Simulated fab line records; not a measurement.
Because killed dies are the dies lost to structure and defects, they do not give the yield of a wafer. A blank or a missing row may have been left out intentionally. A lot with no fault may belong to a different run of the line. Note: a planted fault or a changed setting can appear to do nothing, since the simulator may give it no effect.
Which tool is to blame? :: flow nandHarc :: 13 lots, 39 wafers sampled, at 2 steps of a route of 1302

## WHAT THE GAUGES SHOWED, per wafer
NHARC_A_BONDPAD_CD_MEAS_09 targets a cd of 500 nm. Usual: cdNm reads 500.6 nm (standard deviation 1.8).
lot: L179
measured: day 23 01:10
on: cdSem-01
cdNm (nm): 499.4 501.5 499.6
flag: 

lot: L178
measured: day 23 18:59
on: cdSem-03
cdNm (nm): 499.3 500.8 500.8
flag: 

lot: L180
measured: day 24 02:02
on: cdSem-03
cdNm (nm): 499.2 499.9 500.5
flag: 

lot: L181
measured: day 24 06:58
on: cdSem-01
cdNm (nm): 501.6 500.3 499.0
flag: 

lot: L182
measured: day 24 15:20
on: cdSem-01
cdNm (nm): 500.1 501.8 502.0
flag: 

lot: L183
measured: day 24 18:14
on: cdSem-02
cdNm (nm): 497.0 499.6 496.9
flag: 

lot: L185
measured: day 26 03:27
on: cdSem-01
cdNm (nm): 500.8 502.3 499.9
flag: 

lot: L188
measured: day 28 07:31
on: cdSem-02
cdNm (nm): 498.2 499.8 499.1
flag: 

lot: L193
measured: day 29 00:58
on: cdSem-02
cdNm (nm): 498.4 503.5 501.8
flag: 

lot: L192
measured: day 29 03:07
on: cdSem-02
cdNm (nm): 500.2 502.0 499.1
flag: 

lot: L195
measured: day 30 03:37
on: cdSem-03
cdNm (nm): 501.7 500.8 505.0
flag: 

lot: L201
measured: day 31 22:07
on: cdSem-02
cdNm (nm): 502.6 499.2 501.0
flag: 

lot: L198
measured: day 32 00:11
on: cdSem-02
cdNm (nm): 500.2 502.6 502.9
flag: 

## TOOL THAT RAN EACH LOT (tool first, then ch and the chambers of the sampled wafers, then the start)
lot: L179
NHARC_A_M1_PVD_21: pvdSputter-01, day 23 01:10 or earlier

lot: L178
NHARC_A_M1_PVD_21: pvdSputter-02, day 23 18:59 or earlier

lot: L180
NHARC_A_M1_PVD_21: pvdSputter-03, day 24 02:02 or earlier

lot: L181
NHARC_A_M1_PVD_21: pvdSputter-01, day 24 06:58 or earlier

lot: L182
NHARC_A_M1_PVD_21: pvdSputter-02, day 24 15:20 or earlier

lot: L183
NHARC_A_M1_PVD_21: pvdSputter-01, day 24 18:14 or earlier

lot: L185
NHARC_A_M1_PVD_21: pvdSputter-03, day 26 03:27 or earlier

lot: L188
NHARC_A_M1_PVD_21: pvdSputter-01, day 28 07:31 or earlier

lot: L193
NHARC_A_M1_PVD_21: pvdSputter-03, day 29 00:58 or earlier

lot: L192
NHARC_A_M1_PVD_21: pvdSputter-01, day 29 03:07 or earlier

lot: L195
NHARC_A_M1_PVD_21: pvdSputter-01, day 30 03:37 or earlier

lot: L201
NHARC_A_M1_PVD_21: pvdSputter-02, day 31 22:07 or earlier

lot: L198
NHARC_A_M1_PVD_21: pvdSputter-03, day 32 00:11 or earlier
- NHARC_A_M1_PVD_21: deposits Cu, target thk 30 nm, time 20.49 s.

## WHAT THE TOOLS THEMSELVES READ (means of the sampled wafers that have a number; where no wafer has one, the mark that the record gives instead)
NHARC_A_M1_PVD_21. Usual: throttleValvePct reads 29.7 % (standard deviation 1.3).
lot: L179
tool: pvdSputter-01
throttleValvePct (%): 29.9
flag: 

lot: L178
tool: pvdSputter-02
throttleValvePct (%): 29.9
flag: 

lot: L180
tool: pvdSputter-03
throttleValvePct (%): 29.8
flag: 

lot: L181
tool: pvdSputter-01
throttleValvePct (%): 30.1
flag: 

lot: L182
tool: pvdSputter-02
throttleValvePct (%): 29.9
flag: 

lot: L183
tool: pvdSputter-01
throttleValvePct (%): 29.4
flag: 

lot: L185
tool: pvdSputter-03
throttleValvePct (%): 29.7
flag: 

lot: L188
tool: pvdSputter-01
throttleValvePct (%): 29.9
flag: 

lot: L193
tool: pvdSputter-03
throttleValvePct (%): 28.5
flag: 

lot: L192
tool: pvdSputter-01
throttleValvePct (%): 29.5
flag: 

lot: L195
tool: pvdSputter-01
throttleValvePct (%): 29.6
flag: 

lot: L201
tool: pvdSputter-02
throttleValvePct (%): 30.3
flag: 

lot: L198
tool: pvdSputter-03
throttleValvePct (%): 29.8
flag: 

## THE ANSWER, worked out from the rows above alone
Rule: a lot is off if the mean of its wafers that have a number lies more than 3 standard deviations from the usual mean. Also off: a lot with no number at a reading for which 4 or more lots have one. All remaining lots with rows at the step are treated as sound. Order of review: gauges by route order, followed by the tools' own readings, for which a lot's mean as printed above is used. The first step at which some lot is off is used, and at that step the reading that is off furthest; a lot without a number counts as furthest.
None of the lots is off at any reading shown; this tells nothing.

## WHAT THE SIMULATOR HAD INSERTED
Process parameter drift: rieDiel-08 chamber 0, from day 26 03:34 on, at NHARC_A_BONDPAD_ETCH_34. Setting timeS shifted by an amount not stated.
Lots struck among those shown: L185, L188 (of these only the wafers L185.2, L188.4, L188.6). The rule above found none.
